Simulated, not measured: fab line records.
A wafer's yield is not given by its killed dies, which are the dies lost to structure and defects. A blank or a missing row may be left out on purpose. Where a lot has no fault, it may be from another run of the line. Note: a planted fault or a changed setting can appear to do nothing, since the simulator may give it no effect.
Matching of chambers ; flow nand_harc ; cmp-01 running NHARC_A_CONTACT_CMP_20: 4 sister chambers
The step polishes, t overpolish 30 s, target thk 300 nm. 4 wafers are shown with their chamber, then 7 later ones without.

EACH WAFER AND ITS CHAMBER
wafer;chamber;motor_current_A (A)
L074.1;2;9.8
L074.6;3;10.6
L082.1;0;13.5
L082.3;1;11.3

WAFERS WITH NO CHAMBER GIVEN
wafer;motor_current_A (A)
L082.6;13.0
L083.1;11.0
L083.3;11.2
L083.4;10.7
L085.3;10.9
L085.5;11.1
L085.6;13.0

WHICH CHAMBER EACH WENT THROUGH
wafer;from the rows above;in truth
L082.6;0;0
L083.1;can't be placed: 1 or 3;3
L083.3;can't be placed: 1 or 3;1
L083.4;can't be placed: 3 or 1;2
L085.3;can't be placed: 3 or 1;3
L085.5;can't be placed: 1 or 3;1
L085.6;0;0
2 of 7 placed correctly. Cannot be placed on the basis of these rows: 5; the candidates contain the true chamber in 4. Wrongly placed: 0.
How it was worked out, from the rows above alone: a wafer's distance from a chamber is the root of the sum, over the readings, of the square of ((its reading less the chamber's mean) divided by the reading's scatter). If the next closest chamber is less than 2 further off than the closest, the wafer can't be placed; otherwise it belongs to the closest. The mean given for a chamber averages the wafers shown for that chamber. The scatter (one wafer shown for each chamber): square how far every hidden wafer sits from the nearest shown wafer, average those squares and take the square root.
